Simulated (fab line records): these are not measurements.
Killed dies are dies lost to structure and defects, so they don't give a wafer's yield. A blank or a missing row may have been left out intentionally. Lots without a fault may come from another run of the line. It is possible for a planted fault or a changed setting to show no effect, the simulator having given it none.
Matching of chambers + flow n5-finfet + N5_BEOL_M9_STRIP_19 on rie-diel-04 has 4 sister chambers
The step strips in O2. 8 wafers are shown with their chamber, then 7 later ones without.

WAFERS, EACH WITH ITS CHAMBER
| wafer  | chamber | drypump-motor-current-A (A) | showerhead-plenum-p-Torr (Torr) |
|--------|---------|-----------------------------|---------------------------------|
| L078.2 | 2       | 6.3                         | 2.13                            |
| L087.3 | 1       | 5.4                         | 2.03                            |
| L087.5 | 2       | 6.4                         | 2.12                            |
| L090.1 | 3       | 5.7                         | 2.10                            |
| L090.3 | 1       | 5.3                         | 2.02                            |
| L090.5 | 0       | 5.9                         | 2.11                            |
| L093.3 | 3       | 5.7                         | 2.10                            |
| L093.4 | 0       | 5.9                         | 2.11                            |

WAFERS MISSING THEIR CHAMBER
| wafer  | drypump-motor-current-A (A) | showerhead-plenum-p-Torr (Torr) |
|--------|-----------------------------|---------------------------------|
| L093.6 | 6.4                         | 2.12                            |
| L096.1 | 5.4                         | 2.02                            |
| L096.5 | 5.3                         | 2.02                            |
| L096.6 | 6.4                         | 2.12                            |
| L095.2 | 5.7                         | 2.10                            |
| L095.4 | 6.4                         | 2.12                            |
| L095.6 | 5.7                         | 2.10                            |

EACH ONE'S CHAMBER
| wafer  | from the rows above | in truth |
|--------|---------------------|----------|
| L093.6 | 2                   | 2        |
| L096.1 | 1                   | 1        |
| L096.5 | 1                   | 1        |
| L096.6 | 2                   | 2        |
| L095.2 | 3                   | 3        |
| L095.4 | 2                   | 2        |
| L095.6 | 3                   | 3        |
Correctly placed: 7 of 7. Number that these rows cannot place: 0. Wrongly placed: 0.
How it was worked out, from the rows above alone: a wafer's distance from a chamber is the root of the sum, over the readings, of the square of ((its reading less the chamber's mean) divided by the reading's scatter). The wafer belongs to the nearest chamber; if the next one is less than 2 further off, it can't be placed. Each chamber's mean is taken over the wafers shown for it. The scatter is the square root of a quotient: the sum, over the shown wafers, of each reading's squared deviation from its chamber's mean, divided by wafers minus chambers.
